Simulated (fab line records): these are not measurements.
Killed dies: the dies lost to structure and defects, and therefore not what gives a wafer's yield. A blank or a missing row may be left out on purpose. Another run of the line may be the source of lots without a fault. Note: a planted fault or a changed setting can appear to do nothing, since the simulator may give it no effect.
Tool commonality check :: flow nand-harc :: Sampled: 3 lots, 9 wafers

WHY THIS WAS OPENED
On 3 of the 3 lots, a flag is raised at NHARC_END_SORT_01 on the reading killed-at-periphery. No-fault wafers: 4, standard deviation 3.1.
Rule: a lot is flagged when every wafer of it that has a number lies more than 4 standard deviations from that mean, or none has a number. As for the other lots, they are considered sound.

lot: L393
measured: day 30 15:35
on: prober-02
killed-at-periphery, wafer by wafer: 624 636 608
flag: FLAGGED

lot: L394
measured: day 30 18:03
on: prober-01
killed-at-periphery, wafer by wafer: 630 645 628
flag: FLAGGED

lot: L395
measured: day 31 01:01
on: prober-02
killed-at-periphery, wafer by wafer: 629 624 606
flag: FLAGGED
Averaged over the flagged lots the numbers come to 626, +622 from the usual (+99 or more standard deviations).

WHICH TOOL RAN EACH LOT
3 process steps preceding the reading are held in the record, out of 1302 steps in the route. In each cell: the tool, then ch and the chambers that the sampled wafers went through, then the start.
lot: L393
flag: FLAGGED
NHARC_P_GATE_STRIP_111: plasma-asher-01 ch 0,1, day 11 17:10
NHARC_P_GATE_RTA_64: rtp-anneal-02, day 11 21:44
NHARC_P_CONTACT_DEP_30: no row

lot: L394
flag: FLAGGED
NHARC_P_GATE_STRIP_111: plasma-asher-02 ch 0,1, day 12 09:12
NHARC_P_GATE_RTA_64: rtp-anneal-01, day 12 13:46
NHARC_P_CONTACT_DEP_30: no row

lot: L395
flag: FLAGGED
NHARC_P_GATE_STRIP_111: plasma-asher-02 ch 0,1, day 12 19:09
NHARC_P_GATE_RTA_64: rtp-anneal-02, day 12 23:50
NHARC_P_CONTACT_DEP_30: no row
What these steps do:
- NHARC_P_GATE_STRIP_111: strips in N2/H2, time 250 s.
- NHARC_P_GATE_RTA_64: time 1 s.
- NHARC_P_CONTACT_DEP_30: deposits SiNx, target thk 30 nm.
- NHARC_END_SORT_01

FLAGGED OVER TOTAL, TOOL BY TOOL (the gauges that took the reading come last)
step: NHARC_P_GATE_STRIP_111
tool: plasma-asher-01
lots run: 1
flagged: 1
share of the flagged lots: some
sound lots run after its first flagged lot: 0

step: NHARC_P_GATE_STRIP_111
tool: plasma-asher-02
lots run: 2
flagged: 2
share of the flagged lots: some
sound lots run after its first flagged lot: 0

step: NHARC_P_GATE_RTA_64
tool: rtp-anneal-01
lots run: 1
flagged: 1
share of the flagged lots: some
sound lots run after its first flagged lot: 0

step: NHARC_P_GATE_RTA_64
tool: rtp-anneal-02
lots run: 2
flagged: 2
share of the flagged lots: some
sound lots run after its first flagged lot: 0

step: NHARC_END_SORT_01
tool: prober-01
lots run: 1
flagged: 1
share of the flagged lots: some
sound lots run after its first flagged lot: 0

step: NHARC_END_SORT_01
tool: prober-02
lots run: 2
flagged: 2
share of the flagged lots: some
sound lots run after its first flagged lot: 0

THE TABLE: WHAT IT ALLOWS
No row of the table ran every flagged lot.

WHAT HAD BEEN PUT IN BY THE SIMULATOR
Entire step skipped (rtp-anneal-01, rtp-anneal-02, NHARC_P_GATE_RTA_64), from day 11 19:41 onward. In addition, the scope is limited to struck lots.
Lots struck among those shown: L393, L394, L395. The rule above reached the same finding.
